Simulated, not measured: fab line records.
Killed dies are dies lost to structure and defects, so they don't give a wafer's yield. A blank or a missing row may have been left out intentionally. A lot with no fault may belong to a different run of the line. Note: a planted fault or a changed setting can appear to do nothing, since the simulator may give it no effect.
Matching of chambers | flow n5_finfet | N5_BEOL_M2_CO_CAP_55 on cvd_co-02 has 3 sister chambers
The step material Co, precursor CCTBA/H2, target thk 2 nm, time 102.1 s. 3 wafers are shown with their chamber, then 11 later ones without.

## WAFERS PAIRED WITH THEIR CHAMBERS
wafer  | chamber | heater_power_w (W)
L089.3 | 2       | 230
L089.4 | 1       | 198
L092.1 | 0       | 243

## WAFERS WITH NO CHAMBER GIVEN
wafer  | heater_power_w (W)
L092.4 | 238
L092.5 | 192
L093.1 | 254
L093.2 | 199
L093.5 | 197
L095.2 | 237
L095.4 | 229
L095.6 | 191
L097.1 | 254
L097.2 | 236
L097.4 | 255

## CHAMBER TAKEN BY EACH
wafer  | from the rows above     | in truth
L092.4 | can't be placed: 0 or 2 | 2
L092.5 | 1                       | 1
L093.1 | can't be placed: 0 or 2 | 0
L093.2 | 1                       | 1
L093.5 | 1                       | 1
L095.2 | can't be placed: 0 or 2 | 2
L095.4 | can't be placed: 2 or 0 | 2
L095.6 | 1                       | 1
L097.1 | can't be placed: 0 or 2 | 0
L097.2 | can't be placed: 2 or 0 | 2
L097.4 | can't be placed: 0 or 2 | 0
4 of 11 placed correctly. Unplaceable from these rows: 7, with the true chamber sitting among the candidates in 7. Number placed wrongly: 0.
How it was worked out, from the rows above alone: a wafer's distance from a chamber is the root of the sum, over the readings, of the square of ((its reading less the chamber's mean) divided by the reading's scatter). If the next closest chamber is less than 2 further off than the closest, the wafer can't be placed; otherwise it belongs to the closest. For every chamber, the mean is computed from those of its wafers that are shown. The scatter: with one shown wafer a chamber, the root of the mean of the squares of how far each hidden wafer lies from its nearest shown one.
